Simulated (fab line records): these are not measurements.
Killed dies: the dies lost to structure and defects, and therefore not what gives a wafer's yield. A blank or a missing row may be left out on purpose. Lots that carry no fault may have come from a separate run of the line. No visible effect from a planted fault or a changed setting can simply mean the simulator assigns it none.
Comparing a struck lot with a sound one -- flow nandHarc -- 15 out of 1302 route steps
Sound: wafers L912.1, L912.4, L912.5. Wafers L924.2, L924.4, L924.5 were the ones struck. Last of all comes the cause.
At each step with rows: each side's tool, then ch and its chambers, then its first start. Under that, the readings that differ: sound wafers -- struck wafers -- difference of the means -- sigmas: that difference in standard deviations of wafers without a fault.
alike: readings with means less than 2 such deviations apart, plus words and numbers identical on both sides. not compared: withheld readings, readings lacking a value on some wafer, bounds such as >300 that could conceal the same value, and numbers that have no deviation in the record and whose values overlap.
Wherever a step has rows on one side only, a row that says differs or no value, or a row with sigmas, the two part there. Numbers that don't overlap but have no deviation are shown without sigmas and don't part them. A reading that every wafer of one side lacks parts them only if that side has two wafers or more.

first, 2 steps without rows for these wafers: NHARC_A_CHANNEL_HOLE_D1_STRIP_42 (strips in CF4/CHF3); NHARC_A_CHANNEL_HOLE_D1_STRIP_43 (strips in O2/COS).
NHARC_A_CHANNEL_HOLE_D1_ETCH_44: etches the open film in CF4/O2, target depth 140 nm, overetch 14 nm, time 77 s.
  sound on rieDiel-12 ch 0,1,2, day 9 21:29; struck on rieDiel-01 ch 1,2, day 15 04:13
  alike: drypumpMotorCurrentA, oesProductAu, rfVppV, showerheadPlenumPTorr, throttleValvePct
  not compared: rfHoursCounterH
NHARC_A_CHANNEL_HOLE_D1_STRIP_27: strips in O2.
  sound: rieDiel-12 ch 0,1,2; struck: rieDiel-01 ch 1,2,3
  alike: drypumpMotorCurrentA, oesProductAu, rfVppV, showerheadPlenumPTorr, throttleValvePct
  not compared: rfHoursCounterH
then, 2 steps without rows for these wafers: NHARC_A_CHANNEL_HOLE_D1_PRECLEAN_28 (cleans in SC1); NHARC_A_CHANNEL_HOLE_D1_SRD_29.
NHARC_A_CHANNEL_HOLE_D1_CD_MEAS_30:
  sound on cdSem-02, day 9 22:17; struck on cdSem-02, day 15 05:01
  alike: cdNm
NHARC_A_CHANNEL_HOLE_D1_XSEM_31:
  sound on xsem-01 ch 0, day 9 22:22; struck on xsem-02 ch 0, day 15 05:07
  alike: botCdNm, bowNm, tiltDeg
NHARC_A_CHANNEL_HOLE_D1_INSPECT_40:
  sound on defectInspect-01, day 9 22:28; struck on defectInspect-02, day 15 05:13
  alike: rawDefectCount
then, 2 steps without rows for these wafers: NHARC_A_CHANNEL_FILL_D1_PRECLEAN_00 (cleans in SC1); NHARC_A_CHANNEL_FILL_D1_SRD_01.
NHARC_A_CHANNEL_FILL_D1_ALD_02: deposits SiO2, target thk 6 nm, pulse time 10 s, ald cycles 60.
  sound on aldHk-01 ch 0,3, day 10 01:44; struck on aldHk-01 ch 0,1,2, day 15 05:28
reading,sound,struck,difference,sigmas
susceptorTempC (C),299.63 299.88 300.09,- - -,no value on the struck wafers,
  alike: heaterPowerW, precursorPulseHeightRel
NHARC_A_CHANNEL_FILL_D1_ALD_03: deposits SiNx, target thk 6 nm, pulse time 60 s, ald cycles 58.
  sound on aldSinBatch-03 ch 0, day 10 05:12; struck on aldSinBatch-03 ch 0, day 15 08:50
reading,sound,struck,difference,sigmas
susceptorTempC (C),- - -,606.74 606.61 606.98,no value on the sound wafers,
  alike: precursorPulseHeightRel
NHARC_A_CHANNEL_FILL_D1_ALD_14: deposits SiO2, target thk 2.5 nm, pulse time 10 s, ald cycles 25.
  sound on aldHk-01 ch 1,3, day 10 08:45; struck on aldHk-03 ch 2,3, day 15 12:31
  alike: heaterPowerW, precursorPulseHeightRel, susceptorTempC
NHARC_END_SORT_01:
  the record has rows for the sound wafers here (prober-01 ch 0, day 24 22:34) and none for the struck ones

## WHERE THEY PART
Last at NHARC_END_SORT_01 as far as this record goes, first at NHARC_A_CHANNEL_FILL_D1_ALD_02.

WHY: what the simulator had put in
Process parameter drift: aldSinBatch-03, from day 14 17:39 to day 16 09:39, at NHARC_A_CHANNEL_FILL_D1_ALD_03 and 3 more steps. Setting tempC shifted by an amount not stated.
